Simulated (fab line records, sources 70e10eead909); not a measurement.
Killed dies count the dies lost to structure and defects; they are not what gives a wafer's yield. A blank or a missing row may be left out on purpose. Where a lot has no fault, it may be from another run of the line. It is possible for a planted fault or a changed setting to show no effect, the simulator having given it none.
A struck lot beside a sound one / flow nand_harc / 15 steps out of a route of 1302
Sound: wafers L297.2, L297.3, L297.4. The struck wafers were L289.1, L289.2, L289.3. The cause is named last.
At each step with rows: each side's tool, then ch and its chambers, then its first start. Under that, the readings that differ: sound wafers / struck wafers / difference of the means / sigmas: that difference in standard deviations of wafers without a fault.
alike: a reading whose means differ by less than 2 such deviations, as well as words and numbers matching on both sides. not compared: withheld readings; readings where some wafer has no value; bounds like >300 that might hide an equal value; numbers whose values overlap and for which the record gives no deviation.
A row with sigmas, a row that says differs or no value, or rows on one side alone: a step with any of these is where the two part. Numbers that don't overlap but have no deviation are shown without sigmas and don't part them. A reading that every wafer of one side lacks parts them only if that side has two wafers or more.

first, 5 steps without rows for these wafers: NHARC_A_BONDPAD_SOFTBAKE_04 (time 70 s); NHARC_A_BONDPAD_EBR_05; NHARC_A_BONDPAD_EXPOSE_06 (exposes mask A BPAD); NHARC_A_BONDPAD_PEB_07 (peb time 80 s); NHARC_A_BONDPAD_DEVELOP_08 (time 50 s).
NHARC_A_BONDPAD_CD_MEAS_09: the cd target is 500 nm.
  sound on cd_sem-03 ch 0, day 28 09:25; struck on cd_sem-01 ch 0, day 25 04:32
  alike: cd_nm
NHARC_A_BONDPAD_OVL_MEAS_35:
  struck on overlay-01, day 25 04:37; sound on overlay-02, day 28 09:30
reading=overlay_y_nm (nm); sound=0 0 -1; struck=10 10 10; difference=+10; sigmas=+2
  alike: overlay_x_nm
then, 1 step without rows for these wafers: NHARC_A_BONDPAD_HARDBAKE_10 (time 65 s).
NHARC_A_BONDPAD_DESCUM_11: chemistry O2, time 3 s.
  sound on rie_diel-06 ch 0,2,3, day 28 09:38; struck on rie_diel-06 ch 0,2,3, day 25 04:44
reading=rf_hours_counter_h (h); sound=4 4 4; struck=2 2 2; difference=-2; sigmas=
  alike: drypump_motor_current_A, oes_product_au, rf_vpp_V, showerhead_plenum_p_Torr, throttle_valve_pct
NHARC_A_BONDPAD_ETCH_34: etches the open film in N2/H2, target depth 60 nm, overetch 18 nm, time 65.91 s.
  sound on rie_diel-06 ch 0,2,3, day 28 09:43; struck on rie_diel-06 ch 0,1,2, day 25 04:49
reading=rf_hours_counter_h (h); sound=4 4 4; struck=2 2 2; difference=-2; sigmas=
  alike: drypump_motor_current_A, oes_product_au, rf_vpp_V, showerhead_plenum_p_Torr, throttle_valve_pct
NHARC_A_BONDPAD_ETCH_12: etches the open film in CHF3/O2, target depth 220 nm, time 110 s.
  sound on rie_diel-06 ch 1,2,3; struck on rie_diel-06 ch 1,2,3
reading=rf_hours_counter_h (h); sound=4 4 4; struck=2 2 2; difference=-2; sigmas=
  alike: drypump_motor_current_A, oes_product_au, rf_vpp_V, showerhead_plenum_p_Torr, throttle_valve_pct
NHARC_A_BONDPAD_CD_MEAS_13:
  struck on cd_sem-02, day 25 05:03; sound on cd_sem-03, day 28 09:56
  alike: cd_nm
NHARC_A_BONDPAD_STRIP_15: strips in O2.
  sound on rie_diel-07 ch 0,1,3, day 28 10:01; struck on rie_diel-06 ch 1,2,3, day 25 05:08
reading=chamber_pressure_mTorr (mTorr); sound=59.95 59.97 60.00; struck=55.40 55.34 55.40; difference=-4.59; sigmas=-87
reading=rf_hours_counter_h (h); sound=0 0 0; struck=2 2 2; difference=+2; sigmas=
  alike: drypump_motor_current_A, oes_product_au, rf_vpp_V, showerhead_plenum_p_Torr, throttle_valve_pct
NHARC_A_BONDPAD_ETCH_24: etches the open film in CF4/N2, target depth 30 nm, time 72.99 s.
  sound on rie_diel-07 ch 0,1,2; struck on rie_diel-06 ch 1,2,3
reading=rf_hours_counter_h (h); sound=0 0 0; struck=2 2 2; difference=+2; sigmas=
  alike: drypump_motor_current_A, oes_product_au, rf_vpp_V, showerhead_plenum_p_Torr, throttle_valve_pct
NHARC_END_SORT_01:
  sound on prober-02 ch 0, day 29 16:44; struck on prober-02 ch 0, day 26 20:28
  alike: defect_limited_yield, killed_at_array, killed_at_other, killed_at_periphery, killed_dies, killed_open, killed_short

WHERE THEY PART
Last at NHARC_A_BONDPAD_STRIP_15 as far as this record goes, first at NHARC_A_BONDPAD_OVL_MEAS_35. Later steps at which nothing parts them and some readings are alike: NHARC_A_BONDPAD_ETCH_24, NHARC_END_SORT_01.

WHY: what the simulator had put in
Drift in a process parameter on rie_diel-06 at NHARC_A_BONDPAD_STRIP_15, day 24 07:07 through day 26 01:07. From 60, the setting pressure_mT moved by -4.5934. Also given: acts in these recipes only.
